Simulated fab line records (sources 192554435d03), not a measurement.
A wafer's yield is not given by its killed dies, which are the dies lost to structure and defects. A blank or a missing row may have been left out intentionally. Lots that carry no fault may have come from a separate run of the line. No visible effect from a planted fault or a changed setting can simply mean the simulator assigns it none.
Problem report, 8D (eight disciplines) form, completed by code	flow n5Finfet	the parts of the form that need people (team, actions taken, sign-off) are left out

1. WHAT WENT WRONG
A mean of 1089 is read at N5_PASSIVATION_PROBE_49 for killed_at_M4_up, taken on 1 wafer of 1 lot, against 14 (standard deviation 5.3) on wafers free of any fault. That is +99 or more standard deviations from the usual mean.
Earliest sighting: wafer L705.5 on prober-02 at day 18 05:48. The record holds 2 wafers of 1 lot with a number at this step. Rule for "out", or "out of limits": more than 4 standard deviations from the usual mean. The other wafers with a number count as sound.

2. WHAT IT IS, AND WHAT IT ISN'T
question	is	is not
which readings at this step	killed_at_M4_up, defectLimitedYield, killedDies, killedOnRim, sort_bin_5_function, sortNPass, sortYieldPct	killed_at_M0_to_M3, killedAtContacts, killedAtFrontEnd, killedAtOther, killedOpen, killedShort, sort_bin_6_memory
which lots	L705	-
which wafers of those lots	L705.5	L705.1
read on which tools	prober-02	-
when	from day 18 05:48	up to then (1 sound wafer)

3. THE SUSPECTS, EACH WITH WHAT RULES IT OUT
Counting: if a tool at a process step up to the reading ran every lot that is out, it stays a suspect. Sound lots after the first of them don't rule it out here, since some wafers of a struck lot are sound.
- rieDiel-03 at N5_BEOL_M7_VIA_ETCH_34 (etches SiCOH lowk in C4F6/O2, target depth 125.5 nm, time 50.5 s): kept. It ran the lot that is out, L705 (day 14 20:46).
- rieMetal-02 at N5_MIM_TOP_ETCH_ETCH_00 (etches TiN in Cl2/BCl3, target depth 38.5 nm): kept. It ran the lot that is out, L705 (day 17 20:43).
- prober-02 at N5_PASSIVATION_PROBE_49: kept. It ran the lot that is out, L705 (day 18 05:36). On those wafers its own readings are out: defectLimitedYield, killed_at_M4_up, killedDies, killedOnRim, sort_bin_5_function, sortNPass, sortYieldPct.
- Within rieDiel-03 at N5_BEOL_M7_VIA_ETCH_34, the wafers that are out were processed in chamber 3 and their sound lot-mates in chamber 1.
The count leaves rieDiel-03 at N5_BEOL_M7_VIA_ETCH_34, rieMetal-02 at N5_MIM_TOP_ETCH_ETCH_00, and prober-02 at N5_PASSIVATION_PROBE_49.

4. THE CAUSE (what the simulator had put in)
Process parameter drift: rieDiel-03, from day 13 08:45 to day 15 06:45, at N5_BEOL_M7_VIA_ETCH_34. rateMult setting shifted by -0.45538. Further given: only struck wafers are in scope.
Counting leaves 3 suspects; this tool is one of them.

5. SEQUENCE OF EFFECTS, ordered by route
Each row: a reading where the mean over the struck wafers with a number is more than 3 standard deviations away from the usual. Readings are gone through only where the record gives a usual standard deviation; hours: the median, over the lots, of the time from a lot's start at the first step in this table giving one to that lot's start at this step; sigmas: the change measured in usual standard deviations.
hours	step	reading	usual	on struck wafers	change	sigmas
0	N5_PASSIVATION_PROBE_49	defectLimitedYield	91.1 %	0.0	-91.1	-65
0	N5_PASSIVATION_PROBE_49	killed_at_M4_up	14	1089	+1075	+99 or more
0	N5_PASSIVATION_PROBE_49	killedDies	105	1180	+1075	+67
0	N5_PASSIVATION_PROBE_49	killedOnRim	14	152	+138	+36
0	N5_PASSIVATION_PROBE_49	sort_bin_5_function	5.2 %	97.0	+91.8	+96
0	N5_PASSIVATION_PROBE_49	sortNPass	1075	0	-1075	-67
0	N5_PASSIVATION_PROBE_49	sortYieldPct	91.1 %	0.0	-91.1	-65
The process steps in it:
- N5_PASSIVATION_PROBE_49

6. WHAT WOULD HAVE CAUGHT IT SOONER
117 hours passed between the start of the fault at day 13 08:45 and the first reading out of limits in this record, taken at day 18 05:48.
Of the tool readings at N5_BEOL_M7_VIA_ETCH_34 for which the record gives a usual standard deviation, none was out on any struck wafer, so an alarm limit of 4 standard deviations on them would not have fired.
By day 18 05:48, every lot that is out (1) had started N5_BEOL_M7_VIA_ETCH_34 on rieDiel-03. A hold on the tool at that time would have spared none of them.
